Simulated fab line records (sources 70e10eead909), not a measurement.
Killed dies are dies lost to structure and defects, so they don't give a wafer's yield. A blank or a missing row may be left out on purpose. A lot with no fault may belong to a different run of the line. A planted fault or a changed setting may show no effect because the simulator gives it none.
Problem report in the 8D (eight disciplines) form, filled by code	flow nand_harc	the parts of the form that need people (team, actions taken, sign-off) are left out

== 1. THE PROBLEM ==
A mean of 499 is read at NHARC_END_SORT_01 for killed_at_array, taken on 1 wafer of 1 lot, against 29 (standard deviation 11) on wafers free of any fault. That is +43 standard deviations from the usual mean.
Earliest sighting: wafer L862.6 on prober-02 at day 21 16:17. The record holds 2 wafers of 1 lot with a number at this step. Rule for "out", or "out of limits": more than 4 standard deviations from the usual mean. All remaining wafers that have a number are taken as sound.

== 2. WHAT THIS IS AND IS NOT ==
question	is	is not
which readings at this step	killed_at_array, killed_dies	killed_at_other, killed_at_periphery, killed_open, killed_short
which lots	L862	-
which wafers of those lots	L862.6	L862.5
read on which gauges	prober-02	-
when	from day 21 16:17	up to then (1 sound wafer)

== 3. WHAT RULES OUT EACH SUSPECT ==
Counting: any tool at a process step up to the reading remains a suspect provided it ran every lot that is out. Sound lots after the first of them don't rule it out here, since some wafers of a struck lot are sound.
- the gauge at NHARC_END_SORT_01: kept. All the wafers that are out were read on prober-02, and no step on other tools shows them out.
- pecvd-03 at NHARC_A_SLIT_DEP_23 (deposits SiON, target thk 100 nm): kept. It ran the lot that is out, L862 (day 15 12:31).
- cmp-04 at NHARC_A_BONDPAD_CMP_29 (polishes SiCN, target thk 200 nm): kept. It ran the lot that is out, L862 (day 19 07:54).
- rie_diel-03 at NHARC_A_BONDPAD_ETCH_34 (etches the open film in N2/H2, target depth 60 nm, overetch 18 nm, time 65.91 s): kept. It ran the lot that is out, L862 (day 19 08:56).
- rie_diel-03 at NHARC_A_BONDPAD_STRIP_15 (strips in O2): kept. It ran the lot that is out, L862 (day 19 09:18).
- The sound lot-mates ran in chamber 0 of pecvd-03 at NHARC_A_SLIT_DEP_23, but the wafers that are out ran in chamber 1.
Left after counting: pecvd-03 at NHARC_A_SLIT_DEP_23, cmp-04 at NHARC_A_BONDPAD_CMP_29, rie_diel-03 at NHARC_A_BONDPAD_ETCH_34, rie_diel-03 at NHARC_A_BONDPAD_STRIP_15, prober-02 at NHARC_END_SORT_01.

== 4. THE CAUSE (what the simulator had put in) ==
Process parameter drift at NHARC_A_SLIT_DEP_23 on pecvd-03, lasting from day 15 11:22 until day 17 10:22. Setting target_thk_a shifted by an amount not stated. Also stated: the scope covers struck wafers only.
Of the 5 suspects that counting leaves, this tool is one.

== 5. SEQUENCE OF EFFECTS, ordered by route ==
Each row: a reading where the mean over the struck wafers with a number is more than 3 standard deviations away from the usual. Only readings for which the record gives a usual standard deviation are gone through. hours: the time from each lot's start at the first step in this table that gives one to its start at this step, as a median over the lots. sigmas: the change in usual standard deviations.
hours	step	reading	usual	on struck wafers	change	sigmas
0	NHARC_END_SORT_01	killed_at_array	29	499	+470	+43
0	NHARC_END_SORT_01	killed_dies	33	508	+475	+40

== 6. HOW IT WOULD HAVE BEEN CAUGHT EARLIER ==
Counted from the fault's start at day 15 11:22, it took 149 hours until the first out-of-limits reading at a measuring or inspecting step in this record, taken at day 21 16:17.
An alarm limit of 4 standard deviations would not have fired on the tool readings at NHARC_A_SLIT_DEP_23 for which the record gives a usual standard deviation, since none of them was out on any struck wafer.
By day 21 16:17, every lot that is out (1) had started NHARC_A_SLIT_DEP_23 on pecvd-03. Tool hold at that time: it would have spared none of them.
